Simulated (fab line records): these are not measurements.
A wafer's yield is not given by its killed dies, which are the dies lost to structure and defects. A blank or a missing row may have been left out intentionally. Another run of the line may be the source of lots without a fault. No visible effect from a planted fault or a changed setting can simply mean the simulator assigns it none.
What tool caused it? / flow nandHarc / 14 lots, 42 wafers sampled, at 4 steps of a route of 1302

## WHAT THE GAUGES SHOWED, per wafer
No reading from a measuring or inspecting step in the record can be judged against a usual standard deviation.

## WHAT TOOL EACH LOT RAN ON (gives the tool, then ch and the chambers of the sampled wafers, and finally the start)
lot=L780; NHARC_A_STAIRCASE_ETCHBACK_157=rieDiel-10 ch 0,3, day 19 14:05; NHARC_A_STAIRCASE_STRIP_475=rieDiel-10 ch 0,1,3, day 19 16:25 or earlier; NHARC_A_SGD_CUT_ETCH_59=rieDiel-03 ch 1,3, day 19 16:25; NHARC_A_SGD_CUT_ETCH_15=rieDiel-03 ch 0,2,3, no start
lot=L778; NHARC_A_STAIRCASE_ETCHBACK_157=rieDiel-08 ch 1,2,3, day 19 14:21; NHARC_A_STAIRCASE_STRIP_475=rieDiel-08 ch 1,2,3, day 19 17:11 or earlier; NHARC_A_SGD_CUT_ETCH_59=rieDiel-13 ch 1,2, day 19 17:11; NHARC_A_SGD_CUT_ETCH_15=rieDiel-13 ch 1,2,3, no start
lot=L783; NHARC_A_STAIRCASE_ETCHBACK_157=rieDiel-10 ch 0,1, day 20 20:54; NHARC_A_STAIRCASE_STRIP_475=rieDiel-10 ch 0,1,2, day 20 23:11 or earlier; NHARC_A_SGD_CUT_ETCH_59=rieDiel-13 ch 0,2,3, day 20 23:11; NHARC_A_SGD_CUT_ETCH_15=rieDiel-13 ch 0,2,3, no start
lot=L781; NHARC_A_STAIRCASE_ETCHBACK_157=rieDiel-10 ch 2,3, day 20 21:12; NHARC_A_STAIRCASE_STRIP_475=rieDiel-10 ch 0,2,3, day 20 23:21 or earlier; NHARC_A_SGD_CUT_ETCH_59=rieDiel-12 ch 1,2, day 20 23:21; NHARC_A_SGD_CUT_ETCH_15=rieDiel-12 ch 0,3, no start
lot=L782; NHARC_A_STAIRCASE_ETCHBACK_157=rieDiel-08 ch 1,2, day 21 01:35; NHARC_A_STAIRCASE_STRIP_475=rieDiel-08 ch 2,3, day 21 03:40 or earlier; NHARC_A_SGD_CUT_ETCH_59=rieDiel-13 ch 0,2,3, day 21 03:40; NHARC_A_SGD_CUT_ETCH_15=rieDiel-13 ch 0,3, no start
lot=L791; NHARC_A_STAIRCASE_ETCHBACK_157=rieDiel-07 ch 0,1,3, day 24 10:02; NHARC_A_STAIRCASE_STRIP_475=rieDiel-07 ch 0,1,3, day 24 12:24 or earlier; NHARC_A_SGD_CUT_ETCH_59=rieDiel-12 ch 0,2,3, day 24 12:24; NHARC_A_SGD_CUT_ETCH_15=rieDiel-12 ch 1,2,3, no start
lot=L789; NHARC_A_STAIRCASE_ETCHBACK_157=rieDiel-08 ch 2,3, day 24 12:45; NHARC_A_STAIRCASE_STRIP_475=rieDiel-08 ch 0,1,3, day 24 14:46 or earlier; NHARC_A_SGD_CUT_ETCH_59=rieDiel-12 ch 0,1, day 24 14:46; NHARC_A_SGD_CUT_ETCH_15=rieDiel-12 ch 0,2,3, no start
lot=L795; NHARC_A_STAIRCASE_ETCHBACK_157=rieDiel-10 ch 0,1,2, day 25 08:24; NHARC_A_STAIRCASE_STRIP_475=rieDiel-10 ch 0,1,2, day 25 10:27 or earlier; NHARC_A_SGD_CUT_ETCH_59=rieDiel-03 ch 0,1,3, day 25 10:27; NHARC_A_SGD_CUT_ETCH_15=rieDiel-03 ch 0,1,3, no start
lot=L797; NHARC_A_STAIRCASE_ETCHBACK_157=rieDiel-10 ch 0,1,2, day 26 14:38; NHARC_A_STAIRCASE_STRIP_475=rieDiel-10 ch 0,2,3, day 26 16:47 or earlier; NHARC_A_SGD_CUT_ETCH_59=rieDiel-03 ch 0,2,3, day 26 16:47; NHARC_A_SGD_CUT_ETCH_15=rieDiel-03 ch 0,2,3, no start
lot=L796; NHARC_A_STAIRCASE_ETCHBACK_157=rieDiel-07 ch 0,2,3, day 26 14:50; NHARC_A_STAIRCASE_STRIP_475=rieDiel-07 ch 0,1,3, day 26 16:54 or earlier; NHARC_A_SGD_CUT_ETCH_59=rieDiel-13 ch 0,2,3, day 26 16:54; NHARC_A_SGD_CUT_ETCH_15=rieDiel-13 ch 1,2,3, no start
lot=L798; NHARC_A_STAIRCASE_ETCHBACK_157=rieDiel-07 ch 0,2,3, day 27 18:42; NHARC_A_STAIRCASE_STRIP_475=rieDiel-07 ch 2,3, day 27 20:37 or earlier; NHARC_A_SGD_CUT_ETCH_59=rieDiel-12 ch 2,3, day 27 20:37; NHARC_A_SGD_CUT_ETCH_15=rieDiel-12 ch 2,3, no start
lot=L800; NHARC_A_STAIRCASE_ETCHBACK_157=rieDiel-10 ch 1,3, day 28 13:49; NHARC_A_STAIRCASE_STRIP_475=rieDiel-10 ch 2,3, day 28 15:48 or earlier; NHARC_A_SGD_CUT_ETCH_59=rieDiel-12 ch 1,2, day 28 15:48; NHARC_A_SGD_CUT_ETCH_15=rieDiel-12 ch 2,3, no start
lot=L799; NHARC_A_STAIRCASE_ETCHBACK_157=rieDiel-07 ch 0,2, day 28 14:02; NHARC_A_STAIRCASE_STRIP_475=rieDiel-07 ch 0,1,2, day 28 16:04 or earlier; NHARC_A_SGD_CUT_ETCH_59=rieDiel-03 ch 1,2,3, day 28 16:04; NHARC_A_SGD_CUT_ETCH_15=rieDiel-03 ch 0,3, no start
lot=L801; NHARC_A_STAIRCASE_ETCHBACK_157=rieDiel-10 ch 1,3, day 28 16:34; NHARC_A_STAIRCASE_STRIP_475=rieDiel-10 ch 1,2,3, day 28 18:35 or earlier; NHARC_A_SGD_CUT_ETCH_59=rieDiel-13 ch 0,3, day 28 18:35; NHARC_A_SGD_CUT_ETCH_15=rieDiel-13 ch 0,2,3, no start
- NHARC_A_STAIRCASE_ETCHBACK_157: etches the open film in CH3F/O2, target depth 90 nm, time 167.14 s.
- NHARC_A_STAIRCASE_STRIP_475: strips in O2, time 20 s.
- NHARC_A_SGD_CUT_ETCH_59: etches the open film in N2/H2, target depth 260 nm, time 406.25 s.
- NHARC_A_SGD_CUT_ETCH_15: etches the open film in CH3F/O2, target depth 75 nm, time 64.3 s.

## AS READ BY THE TOOLS THEMSELVES (means over the sampled wafers that have a number; for cases with no such wafer, the mark the record gives instead)
NHARC_A_STAIRCASE_ETCHBACK_157. Usual: for biasW, 100.0 W with a standard deviation of 0.31; for chamberPressureMTorr, 25.002 mTorr with a standard deviation of 0.021; for drypumpMotorCurrentA, 5.8 A with a standard deviation of 0.44; for oesProductAu, 0.98 a.u. with a standard deviation of 0.032; for rfVppV, 243.9 V with a standard deviation of 1.8; for showerheadPlenumPTorr, 2.43 Torr with a standard deviation of 0.12; for throttleValvePct, 20.662 % with a standard deviation of 0.0083.
lot=L780; tool=rieDiel-10; biasW (W)=100.1; chamberPressureMTorr (mTorr)=25.008; drypumpMotorCurrentA (A)=5.5; oesProductAu (a.u.)=1.01; rfVppV (V)=242.7; showerheadPlenumPTorr (Torr)=2.35; throttleValvePct (%)=20.659; flag=
lot=L778; tool=rieDiel-08; biasW (W)=99.9; chamberPressureMTorr (mTorr)=25.005; drypumpMotorCurrentA (A)=6.3; oesProductAu (a.u.)=0.93; rfVppV (V)=244.0; showerheadPlenumPTorr (Torr)=2.44; throttleValvePct (%)=20.657; flag=
lot=L783; tool=rieDiel-10; biasW (W)=99.8; chamberPressureMTorr (mTorr)=24.990; drypumpMotorCurrentA (A)=5.4; oesProductAu (a.u.)=1.01; rfVppV (V)=244.0; showerheadPlenumPTorr (Torr)=2.44; throttleValvePct (%)=20.668; flag=
lot=L781; tool=rieDiel-10; biasW (W)=100.1; chamberPressureMTorr (mTorr)=25.013; drypumpMotorCurrentA (A)=5.5; oesProductAu (a.u.)=1.01; rfVppV (V)=243.8; showerheadPlenumPTorr (Torr)=2.31; throttleValvePct (%)=20.652; flag=
lot=L782; tool=rieDiel-08; biasW (W)=99.4; chamberPressureMTorr (mTorr)=25.011; drypumpMotorCurrentA (A)=6.5; oesProductAu (a.u.)=1.01; rfVppV (V)=245.0; showerheadPlenumPTorr (Torr)=2.50; throttleValvePct (%)=20.652; flag=
lot=L791; tool=rieDiel-07; biasW (W)=100.0; chamberPressureMTorr (mTorr)=25.026; drypumpMotorCurrentA (A)=5.6; oesProductAu (a.u.)=0.93; rfVppV (V)=243.3; showerheadPlenumPTorr (Torr)=2.38; throttleValvePct (%)=20.663; flag=
lot=L789; tool=rieDiel-08; biasW (W)=100.0; chamberPressureMTorr (mTorr)=24.997; drypumpMotorCurrentA (A)=6.0; oesProductAu (a.u.)=1.01; rfVppV (V)=244.2; showerheadPlenumPTorr (Torr)=2.41; throttleValvePct (%)=20.660; flag=
lot=L795; tool=rieDiel-10; biasW (W)=99.7; chamberPressureMTorr (mTorr)=25.005; drypumpMotorCurrentA (A)=5.4; oesProductAu (a.u.)=0.98; rfVppV (V)=243.3; showerheadPlenumPTorr (Torr)=2.36; throttleValvePct (%)=20.672; flag=
lot=L797; tool=rieDiel-10; biasW (W)=99.8; chamberPressureMTorr (mTorr)=25.012; drypumpMotorCurrentA (A)=5.4; oesProductAu (a.u.)=1.00; rfVppV (V)=244.5; showerheadPlenumPTorr (Torr)=2.49; throttleValvePct (%)=20.662; flag=
lot=L796; tool=rieDiel-07; biasW (W)=99.7; chamberPressureMTorr (mTorr)=25.024; drypumpMotorCurrentA (A)=5.9; oesProductAu (a.u.)=0.98; rfVppV (V)=243.1; showerheadPlenumPTorr (Torr)=2.41; throttleValvePct (%)=20.663; flag=
lot=L798; tool=rieDiel-07; biasW (W)=100.3; chamberPressureMTorr (mTorr)=24.975; drypumpMotorCurrentA (A)=5.8; oesProductAu (a.u.)=1.01; rfVppV (V)=243.2; showerheadPlenumPTorr (Torr)=2.41; throttleValvePct (%)=20.658; flag=
lot=L800; tool=rieDiel-10; biasW (W)=99.9; chamberPressureMTorr (mTorr)=25.000; drypumpMotorCurrentA (A)=5.4; oesProductAu (a.u.)=0.99; rfVppV (V)=243.2; showerheadPlenumPTorr (Torr)=2.40; throttleValvePct (%)=20.665; flag=
lot=L799; tool=rieDiel-07; biasW (W)=100.4; chamberPressureMTorr (mTorr)=24.987; drypumpMotorCurrentA (A)=6.1; oesProductAu (a.u.)=1.00; rfVppV (V)=246.3; showerheadPlenumPTorr (Torr)=2.63; throttleValvePct (%)=20.663; flag=
lot=L801; tool=rieDiel-10; biasW (W)=100.0; chamberPressureMTorr (mTorr)=25.011; drypumpMotorCurrentA (A)=5.3; oesProductAu (a.u.)=0.99; rfVppV (V)=244.0; showerheadPlenumPTorr (Torr)=2.40; throttleValvePct (%)=20.673; flag=

NHARC_A_STAIRCASE_STRIP_475. Usual: chamberPressureMTorr 60.00 mTorr, standard deviation 0.054; drypumpMotorCurrentA 5.8 A, standard deviation 0.45; oesProductAu 1.001 a.u., standard deviation 0.011; rfVppV 57.8 V, standard deviation 0.93; showerheadPlenumPTorr 3.50 Torr, standard deviation 0.16; throttleValvePct 17.035 %, standard deviation 0.0094.
lot=L780; tool=rieDiel-10; chamberPressureMTorr (mTorr)=59.99; drypumpMotorCurrentA (A)=5.4; oesProductAu (a.u.)=1.002; rfVppV (V)=57.9; showerheadPlenumPTorr (Torr)=3.44; throttleValvePct (%)=17.039; flag=
lot=L778; tool=rieDiel-08; chamberPressureMTorr (mTorr)=59.98; drypumpMotorCurrentA (A)=6.3; oesProductAu (a.u.)=1.000; rfVppV (V)=57.4; showerheadPlenumPTorr (Torr)=3.50; throttleValvePct (%)=17.029; flag=
lot=L783; tool=rieDiel-10; chamberPressureMTorr (mTorr)=59.98; drypumpMotorCurrentA (A)=5.5; oesProductAu (a.u.)=1.006; rfVppV (V)=57.8; showerheadPlenumPTorr (Torr)=3.42; throttleValvePct (%)=17.033; flag=
lot=L781; tool=rieDiel-10; chamberPressureMTorr (mTorr)=60.05; drypumpMotorCurrentA (A)=5.5; oesProductAu (a.u.)=1.017; rfVppV (V)=57.8; showerheadPlenumPTorr (Torr)=3.35; throttleValvePct (%)=17.031; flag=
lot=L782; tool=rieDiel-08; chamberPressureMTorr (mTorr)=60.03; drypumpMotorCurrentA (A)=6.2; oesProductAu (a.u.)=1.003; rfVppV (V)=57.8; showerheadPlenumPTorr (Torr)=3.56; throttleValvePct (%)=17.032; flag=
lot=L791; tool=rieDiel-07; chamberPressureMTorr (mTorr)=60.00; drypumpMotorCurrentA (A)=5.6; oesProductAu (a.u.)=0.999; rfVppV (V)=56.6; showerheadPlenumPTorr (Torr)=3.42; throttleValvePct (%)=17.031; flag=
lot=L789; tool=rieDiel-08; chamberPressureMTorr (mTorr)=60.01; drypumpMotorCurrentA (A)=6.1; oesProductAu (a.u.)=0.993; rfVppV (V)=56.9; showerheadPlenumPTorr (Torr)=3.51; throttleValvePct (%)=17.030; flag=
lot=L795; tool=rieDiel-10; chamberPressureMTorr (mTorr)=59.97; drypumpMotorCurrentA (A)=5.4; oesProductAu (a.u.)=1.004; rfVppV (V)=57.7; showerheadPlenumPTorr (Torr)=3.39; throttleValvePct (%)=17.048; flag=
lot=L797; tool=rieDiel-10; chamberPressureMTorr (mTorr)=60.02; drypumpMotorCurrentA (A)=5.5; oesProductAu (a.u.)=1.011; rfVppV (V)=58.4; showerheadPlenumPTorr (Torr)=3.50; throttleValvePct (%)=17.031; flag=
lot=L796; tool=rieDiel-07; chamberPressureMTorr (mTorr)=60.00; drypumpMotorCurrentA (A)=5.6; oesProductAu (a.u.)=0.993; rfVppV (V)=57.9; showerheadPlenumPTorr (Torr)=3.41; throttleValvePct (%)=17.031; flag=
lot=L798; tool=rieDiel-07; chamberPressureMTorr (mTorr)=60.06; drypumpMotorCurrentA (A)=5.9; oesProductAu (a.u.)=0.998; rfVppV (V)=58.2; showerheadPlenumPTorr (Torr)=3.62; throttleValvePct (%)=17.032; flag=
lot=L800; tool=rieDiel-10; chamberPressureMTorr (mTorr)=59.99; drypumpMotorCurrentA (A)=5.5; oesProductAu (a.u.)=1.004; rfVppV (V)=57.9; showerheadPlenumPTorr (Torr)=3.48; throttleValvePct (%)=17.028; flag=
lot=L799; tool=rieDiel-07; chamberPressureMTorr (mTorr)=60.05; drypumpMotorCurrentA (A)=5.8; oesProductAu (a.u.)=0.989; rfVppV (V)=57.9; showerheadPlenumPTorr (Torr)=3.72; throttleValvePct (%)=17.039; flag=
lot=L801; tool=rieDiel-10; chamberPressureMTorr (mTorr)=59.97; drypumpMotorCurrentA (A)=5.5; oesProductAu (a.u.)=1.004; rfVppV (V)=57.3; showerheadPlenumPTorr (Torr)=3.54; throttleValvePct (%)=17.045; flag=

NHARC_A_SGD_CUT_ETCH_59. Usual: for biasW, 150.0 W with a standard deviation of 0.47; for chamberPressureMTorr, 29.998 mTorr with a standard deviation of 0.028; for drypumpMotorCurrentA, 5.6 A with a standard deviation of 0.46; for oesProductAu, 0.994 a.u. with a standard deviation of 0.0099; for rfVppV, 430.5 V with a standard deviation of 2.7; for showerheadPlenumPTorr, 2.04 Torr with a standard deviation of 0.09; for throttleValvePct, 14.170 % with a standard deviation of 0.0092.
lot=L780; tool=rieDiel-03; biasW (W)=150.5; chamberPressureMTorr (mTorr)=29.990; drypumpMotorCurrentA (A)=6.0; oesProductAu (a.u.)=0.996; rfVppV (V)=430.3; showerheadPlenumPTorr (Torr)=2.02; throttleValvePct (%)=14.170; flag=
lot=L778; tool=rieDiel-13; biasW (W)=150.0; chamberPressureMTorr (mTorr)=29.993; drypumpMotorCurrentA (A)=5.6; oesProductAu (a.u.)=0.987; rfVppV (V)=430.4; showerheadPlenumPTorr (Torr)=2.06; throttleValvePct (%)=14.169; flag=
lot=L783; tool=rieDiel-13; biasW (W)=150.1; chamberPressureMTorr (mTorr)=30.013; drypumpMotorCurrentA (A)=5.6; oesProductAu (a.u.)=0.980; rfVppV (V)=428.5; showerheadPlenumPTorr (Torr)=2.00; throttleValvePct (%)=14.166; flag=
lot=L781; tool=rieDiel-12; biasW (W)=150.4; chamberPressureMTorr (mTorr)=30.017; drypumpMotorCurrentA (A)=5.1; oesProductAu (a.u.)=0.995; rfVppV (V)=429.1; showerheadPlenumPTorr (Torr)=1.98; throttleValvePct (%)=14.180; flag=
lot=L782; tool=rieDiel-13; biasW (W)=150.1; chamberPressureMTorr (mTorr)=29.990; drypumpMotorCurrentA (A)=5.6; oesProductAu (a.u.)=0.989; rfVppV (V)=429.8; showerheadPlenumPTorr (Torr)=2.00; throttleValvePct (%)=14.163; flag=
lot=L791; tool=rieDiel-12; biasW (W)=149.6; chamberPressureMTorr (mTorr)=30.013; drypumpMotorCurrentA (A)=5.2; oesProductAu (a.u.)=0.944; rfVppV (V)=431.3; showerheadPlenumPTorr (Torr)=2.07; throttleValvePct (%)=14.169; flag=OFF
lot=L789; tool=rieDiel-12; biasW (W)=149.8; chamberPressureMTorr (mTorr)=29.992; drypumpMotorCurrentA (A)=5.2; oesProductAu (a.u.)=0.873; rfVppV (V)=429.9; showerheadPlenumPTorr (Torr)=2.07; throttleValvePct (%)=14.176; flag=OFF
lot=L795; tool=rieDiel-03; biasW (W)=150.2; chamberPressureMTorr (mTorr)=29.964; drypumpMotorCurrentA (A)=5.8; oesProductAu (a.u.)=0.992; rfVppV (V)=430.8; showerheadPlenumPTorr (Torr)=2.05; throttleValvePct (%)=14.175; flag=
lot=L797; tool=rieDiel-03; biasW (W)=149.4; chamberPressureMTorr (mTorr)=30.001; drypumpMotorCurrentA (A)=5.9; oesProductAu (a.u.)=0.995; rfVppV (V)=430.9; showerheadPlenumPTorr (Torr)=2.04; throttleValvePct (%)=14.171; flag=
lot=L796; tool=rieDiel-13; biasW (W)=149.8; chamberPressureMTorr (mTorr)=29.995; drypumpMotorCurrentA (A)=5.6; oesProductAu (a.u.)=1.000; rfVppV (V)=429.6; showerheadPlenumPTorr (Torr)=1.99; throttleValvePct (%)=14.169; flag=
lot=L798; tool=rieDiel-12; biasW (W)=150.1; chamberPressureMTorr (mTorr)=29.988; drypumpMotorCurrentA (A)=5.3; oesProductAu (a.u.)=1.006; rfVppV (V)=433.4; showerheadPlenumPTorr (Torr)=2.11; throttleValvePct (%)=14.167; flag=
lot=L800; tool=rieDiel-12; biasW (W)=149.7; chamberPressureMTorr (mTorr)=29.994; drypumpMotorCurrentA (A)=5.2; oesProductAu (a.u.)=1.015; rfVppV (V)=430.2; showerheadPlenumPTorr (Torr)=2.03; throttleValvePct (%)=14.169; flag=
lot=L799; tool=rieDiel-03; biasW (W)=149.9; chamberPressureMTorr (mTorr)=29.978; drypumpMotorCurrentA (A)=6.1; oesProductAu (a.u.)=0.989; rfVppV (V)=429.1; showerheadPlenumPTorr (Torr)=2.00; throttleValvePct (%)=14.165; flag=
lot=L801; tool=rieDiel-13; biasW (W)=149.5; chamberPressureMTorr (mTorr)=29.967; drypumpMotorCurrentA (A)=6.0; oesProductAu (a.u.)=0.980; rfVppV (V)=429.4; showerheadPlenumPTorr (Torr)=2.01; throttleValvePct (%)=14.167; flag=

NHARC_A_SGD_CUT_ETCH_15. Usual: for biasW, 100.0 W with a standard deviation of 0.31; for chamberPressureMTorr, 25.000 mTorr with a standard deviation of 0.022; for drypumpMotorCurrentA, 5.5 A with a standard deviation of 0.44; for oesProductAu, 0.957 a.u. with a standard deviation of 0.021; for rfVppV, 263.9 V with a standard deviation of 1.8; for showerheadPlenumPTorr, 2.46 Torr with a standard deviation of 0.1; for throttleValvePct, 20.663 % with a standard deviation of 0.0082.
lot=L780; tool=rieDiel-03; biasW (W)=100.3; chamberPressureMTorr (mTorr)=24.999; drypumpMotorCurrentA (A)=5.9; oesProductAu (a.u.)=0.974; rfVppV (V)=264.5; showerheadPlenumPTorr (Torr)=2.46; throttleValvePct (%)=20.664; flag=
lot=L778; tool=rieDiel-13; biasW (W)=100.0; chamberPressureMTorr (mTorr)=25.005; drypumpMotorCurrentA (A)=5.4; oesProductAu (a.u.)=0.904; rfVppV (V)=263.6; showerheadPlenumPTorr (Torr)=2.47; throttleValvePct (%)=20.659; flag=
lot=L783; tool=rieDiel-13; biasW (W)=100.0; chamberPressureMTorr (mTorr)=24.994; drypumpMotorCurrentA (A)=5.6; oesProductAu (a.u.)=0.952; rfVppV (V)=263.3; showerheadPlenumPTorr (Torr)=2.41; throttleValvePct (%)=20.662; flag=
lot=L781; tool=rieDiel-12; biasW (W)=100.2; chamberPressureMTorr (mTorr)=25.017; drypumpMotorCurrentA (A)=5.2; oesProductAu (a.u.)=0.916; rfVppV (V)=265.2; showerheadPlenumPTorr (Torr)=2.54; throttleValvePct (%)=20.661; flag=
lot=L782; tool=rieDiel-13; biasW (W)=100.1; chamberPressureMTorr (mTorr)=25.016; drypumpMotorCurrentA (A)=6.0; oesProductAu (a.u.)=0.953; rfVppV (V)=264.2; showerheadPlenumPTorr (Torr)=2.43; throttleValvePct (%)=20.670; flag=
lot=L791; tool=rieDiel-12; biasW (W)=100.0; chamberPressureMTorr (mTorr)=24.999; drypumpMotorCurrentA (A)=5.3; oesProductAu (a.u.)=0.962; rfVppV (V)=264.7; showerheadPlenumPTorr (Torr)=2.49; throttleValvePct (%)=20.662; flag=
lot=L789; tool=rieDiel-12; biasW (W)=100.2; chamberPressureMTorr (mTorr)=25.005; drypumpMotorCurrentA (A)=5.2; oesProductAu (a.u.)=0.965; rfVppV (V)=264.9; showerheadPlenumPTorr (Torr)=2.49; throttleValvePct (%)=20.665; flag=
lot=L795; tool=rieDiel-03; biasW (W)=100.2; chamberPressureMTorr (mTorr)=24.978; drypumpMotorCurrentA (A)=5.7; oesProductAu (a.u.)=0.971; rfVppV (V)=264.4; showerheadPlenumPTorr (Torr)=2.47; throttleValvePct (%)=20.669; flag=
lot=L797; tool=rieDiel-03; biasW (W)=100.1; chamberPressureMTorr (mTorr)=24.976; drypumpMotorCurrentA (A)=5.9; oesProductAu (a.u.)=0.922; rfVppV (V)=263.3; showerheadPlenumPTorr (Torr)=2.46; throttleValvePct (%)=20.664; flag=
lot=L796; tool=rieDiel-13; biasW (W)=99.9; chamberPressureMTorr (mTorr)=25.013; drypumpMotorCurrentA (A)=5.4; oesProductAu (a.u.)=0.974; rfVppV (V)=263.5; showerheadPlenumPTorr (Torr)=2.47; throttleValvePct (%)=20.661; flag=
lot=L798; tool=rieDiel-12; biasW (W)=99.8; chamberPressureMTorr (mTorr)=25.018; drypumpMotorCurrentA (A)=5.2; oesProductAu (a.u.)=0.975; rfVppV (V)=264.1; showerheadPlenumPTorr (Torr)=2.44; throttleValvePct (%)=20.664; flag=
lot=L800; tool=rieDiel-12; biasW (W)=99.8; chamberPressureMTorr (mTorr)=24.998; drypumpMotorCurrentA (A)=5.3; oesProductAu (a.u.)=0.956; rfVppV (V)=265.3; showerheadPlenumPTorr (Torr)=2.53; throttleValvePct (%)=20.664; flag=
lot=L799; tool=rieDiel-03; biasW (W)=100.0; chamberPressureMTorr (mTorr)=24.996; drypumpMotorCurrentA (A)=5.6; oesProductAu (a.u.)=0.962; rfVppV (V)=264.0; showerheadPlenumPTorr (Torr)=2.52; throttleValvePct (%)=20.661; flag=
lot=L801; tool=rieDiel-13; biasW (W)=100.0; chamberPressureMTorr (mTorr)=24.976; drypumpMotorCurrentA (A)=5.6; oesProductAu (a.u.)=0.959; rfVppV (V)=263.0; showerheadPlenumPTorr (Torr)=2.41; throttleValvePct (%)=20.660; flag=

## THE ANSWER, worked out from the rows above alone
Rule: take the mean of a lot's wafers that have a number; if it is more than 3 standard deviations from the usual mean, the lot is off. A lot without any number at a reading at which 4 lots or more have one is off too. The other lots that the step has rows for count as sound. After the gauges, taken in route order, come the tools' own readings; for these a lot's mean is taken, as printed above. The first step at which some lot is off is used, and at that step the reading that is off furthest; a lot without a number counts as furthest.
Off: L791, L789 (NHARC_A_SGD_CUT_ETCH_59, oesProductAu).
A tool fits if, at that step or a process step before it, it ran every lot that is off, and no sound lot after the first of them. NHARC_A_STAIRCASE_STRIP_475 gives no start for some lots, so the hours and the order of its lots are those of NHARC_A_SGD_CUT_ETCH_59. Of those tried, none fits.

## WHAT THE SIMULATOR PUT IN
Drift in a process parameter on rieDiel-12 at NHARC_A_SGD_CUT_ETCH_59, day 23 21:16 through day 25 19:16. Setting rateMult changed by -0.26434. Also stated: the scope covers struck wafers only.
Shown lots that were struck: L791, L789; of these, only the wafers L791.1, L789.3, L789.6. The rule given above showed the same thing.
